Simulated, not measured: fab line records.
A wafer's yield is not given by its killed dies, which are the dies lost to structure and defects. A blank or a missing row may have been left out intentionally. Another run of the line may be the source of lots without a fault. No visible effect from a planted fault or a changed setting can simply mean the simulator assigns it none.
Chamber matching    flow n5-finfet    4 sister chambers for N5_BEOL_M13_ETCH_67 on rie-diel-04
The step etches SiARC in CF4, target depth 143 nm, time 238.3 s. 14 wafers are shown with their chamber, then 7 later ones without.

## WAFERS WITH THEIR CHAMBER
wafer   chamber  showerhead-plenum-p-Torr (Torr)  throttle-valve-pct (%)  oes-product-au (a.u.)
L082.1  1        2.11                             15.54                   0.60
L082.3  0        2.25                             15.90                   0.68
L082.6  3        2.08                             15.41                   0.72
L085.2  3        2.08                             15.44                   0.71
L085.4  1        2.11                             15.58                   0.60
L085.5  1        2.11                             15.57                   0.59
L084.1  3        2.08                             15.44                   0.70
L084.2  2        2.14                             15.36                   0.63
L084.5  2        2.14                             15.37                   0.63
L090.1  0        2.25                             15.92                   0.66
L090.3  3        2.07                             15.45                   0.70
L090.6  1        2.11                             15.59                   0.59
L093.1  2        2.13                             15.41                   0.62
L093.4  3        2.07                             15.48                   0.70

SIGNATURES (averages over the wafers above)
reading                   chamber 0  chamber 1  chamber 2  chamber 3  scatter within a chamber
showerhead-plenum-p-Torr  2.2500     2.1100     2.1367     2.0760     0.00432
throttle-valve-pct        15.9100    15.5700    15.3800    15.4440    0.0235
oes-product-au            0.6700     0.5950     0.6267     0.7060     0.00829
Rule: distance of a wafer from a chamber = root of the sum over the readings of ((wafer's reading minus chamber's mean) / reading's scatter) squared. If the next closest chamber is less than 2 further off than the closest, the wafer can't be placed; otherwise it belongs to the closest. The scatter: take each reading less its chamber's mean, square it, sum over the shown wafers, divide by the number of wafers less the number of chambers, and take the root.

## WAFERS MISSING THEIR CHAMBER
wafer   showerhead-plenum-p-Torr (Torr)  throttle-valve-pct (%)  oes-product-au (a.u.)
L093.6  2.24                             15.94                   0.66
L094.3  2.24                             15.96                   0.65
L094.5  2.24                             15.94                   0.66
L094.6  2.10                             15.60                   0.59
L097.3  2.07                             15.49                   0.69
L097.4  2.24                             15.97                   0.65
L097.5  2.10                             15.61                   0.59

## WHICH CHAMBER EACH ONE RAN IN
wafer   from the rows above  in truth
L093.6  0                    0
L094.3  0                    0
L094.5  0                    0
L094.6  1                    1
L097.3  3                    3
L097.4  0                    0
L097.5  1                    1
7 of 7 placed correctly. From these rows, 0 cannot be placed. Wrongly placed: 0.
